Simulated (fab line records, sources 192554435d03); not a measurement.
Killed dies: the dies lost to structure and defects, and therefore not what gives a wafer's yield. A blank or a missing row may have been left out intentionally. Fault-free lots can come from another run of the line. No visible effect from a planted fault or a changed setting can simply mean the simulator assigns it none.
Comparing a struck lot with a sound one	flow n5Finfet	15 out of 1938 route steps
Sound: wafers L440.1, L440.3, L440.5. Struck: wafer L445.4 (left out: L445.2, a lot-mate that was not struck); the cause follows at the end.
Order at every step that has rows: each side's tool, ch and its chambers, its first start. Under that, the readings that differ: sound wafers	struck wafers	difference of the means	sigmas: that difference in standard deviations of wafers without a fault.
alike: words and numbers the same on both sides, and readings whose means are apart by under 2 such deviations; not compared: readings that were withheld, readings missing a value for some wafer, numbers with overlapping values and no deviation given by the record, and bounds like >300 which may hide the same value.
The two part at a step that has a row with sigmas, a row that says differs or no value, or rows on one side only. When numbers do not overlap yet have no deviation, they are printed without sigmas and do not part them. Lack of a reading on every wafer of one side parts them only where that side has two or more wafers.

N5_GATE_CUT_INSPECT_15: inspects for defects (brightfield).
  sound on defectInspect-02 at day 5 17:31; struck on defectInspect-01 at day 7 02:47
  alike: rawDefectCount
N5_GATE_CUT_DESCUM_18: chemistry O2, time 7 s.
  sound on rieDiel-04 ch 1,2, day 5 17:34; struck on rieDiel-02 ch 3, day 7 02:49
  alike: drypumpMotorCurrentA, oesProductAu, rfVppV, showerheadPlenumPTorr, throttleValvePct
  not compared: rfHoursCounterH
then, 1 step without rows for these wafers: N5_GATE_CUT_ETCH_28 (etches underlayer in N2/H2, target depth 13 nm, time 10.4 s).
N5_GATE_CUT_ETCH_36: etches SiARC in CF4, target depth 13 nm, time 21.7 s.
  sound on rieDiel-04 ch 1,2, day 5 17:37; struck on rieDiel-02 ch 3, day 7 02:52
reading	sound	struck	difference	sigmas
etchRfOnTimeS (s)	21.4 21.1 21.2	22.1	+0.9	+2
  alike: drypumpMotorCurrentA, oesProductAu, rfVppV, showerheadPlenumPTorr, throttleValvePct
  not compared: rfHoursCounterH
then, 3 steps without rows for these wafers: N5_GATE_CUT_ETCH_37 (etches SOC in N2/H2, target depth 60 nm, overetch 12 nm, time 90 s); N5_GATE_CUT_STRIP_38 (strips in N2/H2); N5_GATE_CUT_STRIP_39 (strips in N2/H2).
N5_GATE_CUT_HM_OPEN_40: chemistry C4F6/O2, target SiO2, target depth 139 nm, time 85.1 s.
  sound on rieDiel-04 ch 1,2, day 5 17:43; struck on rieDiel-02 ch 3, day 7 02:59
  alike: drypumpMotorCurrentA, etchRfOnTimeS, oesProductAu, rfVppV, showerheadPlenumPTorr, throttleValvePct
  not compared: rfHoursCounterH
then, 3 steps without rows for these wafers: N5_GATE_CUT_STRIP_41 (strips in CF4); N5_GATE_CUT_STRIP_42 (strips in O2); N5_GATE_CUT_ETCH_19 (etches SiNx in CH3F/O2, target depth 53.7 nm, time 76.7 s).
N5_GATE_CUT_CUT_ETCH_53: etches W in SF6/Cl2, target depth 79.2 nm.
  sound on rieMetal-02 ch 1, day 5 17:57; struck on rieMetal-02 ch 1, day 7 03:13
  alike: drypumpMotorCurrentA, etchRfOnTimeS, oesProductAu, throttleValvePct
  not compared: rfHoursCounterH
N5_GATE_CUT_CUT_ETCH_54: etches TiN in Cl2/BCl3, target depth 96.7 nm.
  sound on rieMetal-02 ch 1, day 5 18:01; struck on rieMetal-02 ch 1, day 7 03:16
reading	sound	struck	difference	sigmas
etchRfOnTimeS (s)	35.8 35.7 35.9	44.7	+8.9	+16
  alike: drypumpMotorCurrentA, oesProductAu, throttleValvePct
  not compared: rfHoursCounterH
N5_GATE_CUT_CUT_ETCH_55: etches HfO2 in BCl3, target depth 3.2 nm.
  sound on rieMetal-02 ch 1, day 5 18:04; struck on rieMetal-02 ch 1, day 7 03:20
  alike: drypumpMotorCurrentA, oesProductAu, throttleValvePct
  not compared: rfHoursCounterH
-- record jumps: 4 days separate the struck wafers' starts on either side; left off in module GATE_CUT, taken up again in module BEOL_M4, whose first shown step is the route's number 1111 --
N5_BEOL_M4_RC_MEAS_101:
  sound on prober-02 ch 0, day 9 19:29; struck on prober-01 ch 0, day 10 20:47
  alike: DIBL_N, DIBL_P, IOFF_N, IOFF_P, ION_N, ION_P, SS_N, SS_P, VT_N, VT_P

WHERE THEY PART
At N5_GATE_CUT_ETCH_36 first; at N5_GATE_CUT_CUT_ETCH_54 last (within this record only). Later steps at which nothing parts them and some readings are alike: N5_GATE_CUT_CUT_ETCH_55, N5_BEOL_M4_RC_MEAS_101.

WHY: whatever the simulator had introduced
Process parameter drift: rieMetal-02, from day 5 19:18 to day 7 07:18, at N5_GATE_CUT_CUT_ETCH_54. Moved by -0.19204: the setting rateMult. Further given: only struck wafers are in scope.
